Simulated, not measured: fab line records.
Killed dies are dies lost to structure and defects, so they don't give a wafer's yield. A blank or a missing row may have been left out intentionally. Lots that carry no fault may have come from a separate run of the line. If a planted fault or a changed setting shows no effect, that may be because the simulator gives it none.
Split-lot trial | flow n5-finfet | route with 1938 steps; 7 lots, 21 wafers read

== THE SPLIT ITSELF ==
At N5_BEOL_M10_EXPOSE_25 (exposes mask V9), the setting dose-mj was moved away from the recipe's 85.5 on 7 of the 21 wafers read, by -4.0% to +7.1%. The other wafers ran this setting at the recipe's value.

== FROM THE SPLIT TO THE READING: what the file shows between them, 2 steps ==
- N5_BEOL_M10_PEB_26: peb time 60 s
- N5_BEOL_M10_DEVELOP_27: develop time 30 s

== THE READING ==
cd-nm at N5_BEOL_M10_CD_MEAS_28, given in nm (cd target 70 nm). Typical for fault-free wafers on this fab line: 70.3 nm, with standard deviation 1.1 nm.

wafer  | tool, chamber at the split | dose-mj as run | against the recipe | cd-nm, nm | against lot-mates on the recipe
L074.2 | arfi-scanner-03, 0         | 91.55          | +7.1%              | 78.0      | +4.2
L074.5 | arfi-scanner-03, 0         | 85.5           | recipe             | 73.8      | -
L074.6 | arfi-scanner-03, 0         | 91.55          | +7.1%              | 77.4      | +3.6
L082.1 | arfi-scanner-02, 0         | 85.5           | recipe             | 71.5      | -
L082.3 | arfi-scanner-02, 0         | 85.5           | recipe             | 71.0      | -
L082.5 | arfi-scanner-02, 0         | 85.5           | recipe             | 71.8      | -
L089.2 | arfi-scanner-03, 0         | 85.5           | recipe             | 71.2      | -
L089.3 | arfi-scanner-03, 0         | 85.5           | recipe             | 71.1      | -
L089.5 | arfi-scanner-03, 0         | 85.5           | recipe             | 70.6      | -
L090.3 | arfi-scanner-02, 0         | 85.5           | recipe             | 70.6      | -
L090.5 | arfi-scanner-02, 0         | 85.5           | recipe             | 71.3      | -
L090.6 | arfi-scanner-02, 0         | 85.5           | recipe             | 70.1      | -
L093.1 | arfi-scanner-02, 0         | 89.61          | +4.8%              | 76.3      | +5.0
L093.4 | arfi-scanner-02, 0         | 85.5           | recipe             | 71.3      | -
L093.6 | arfi-scanner-02, 0         | 89.61          | +4.8%              | 75.3      | +4.0
L094.1 | arfi-scanner-01, 0         | 82.06          | -4.0%              | 65.4      | no lot-mate on the recipe
L094.3 | arfi-scanner-01, 0         | 82.06          | -4.0%              | 66.5      | no lot-mate on the recipe
L094.4 | arfi-scanner-01, 0         | 82.06          | -4.0%              | 66.8      | no lot-mate on the recipe
L097.1 | arfi-scanner-02, 0         | 85.5           | recipe             | 69.9      | -
L097.3 | arfi-scanner-02, 0         | 85.5           | recipe             | 72.0      | -
L097.4 | arfi-scanner-02, 0         | 85.5           | recipe             | 70.4      | -

THE FIT
A straight line over all 21 wafers: cd-nm changes by +1.02 nm for each +1% of dose-mj; r = +0.96; the points scatter about the line by 0.93 nm.
The same after taking each lot's own level away (the mean of its wafers on the recipe; 18 wafers): +0.663 nm for each +1%; r = +0.92; scatter 0.75 nm.
Per that fit: largest dose-mj move, reading shift of 4.7 nm.
Across the lots, their own levels run from 70.67 to 73.80 nm, a range of 2.8 times the standard deviation given above.
Thus the slope moves with the lot-to-lot level: the two fits are different.
Check: with one of the wafers moved furthest among these (+7.1%) left out of the fit, the line predicts +5.04 nm for it against its lot-mates. It came out at +4.2 nm against them.

== OTHER SPLITS ON THESE WAFERS ==
Note: prior to the reading, these wafers also went through further splits. Each is held against what the fit with the lots' levels taken away leaves over:
other split on the same wafers   | wafers away from the commonest value | r with cd-nm (lot level and that fit taken away)
N5_BEOL_M7_DESCUM_33 time-s      | 3                                    | +0.20
N5_BEOL_M7_TRENCH_ETCH_37 time-s | 5                                    | -0.14
N5_BEOL_M8_ETCH_61 bias-w        | 9                                    | -0.17
N5_BEOL_M8_COAT_71 spin-rpm      | 8                                    | +0.01
N5_BEOL_M9_ILD_DEP_00 time-s     | 9                                    | +0.25

== THE FILE'S OWN FIT ==
cd-nm changes by +0.669 nm for each +1% of dose-mj, r = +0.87.
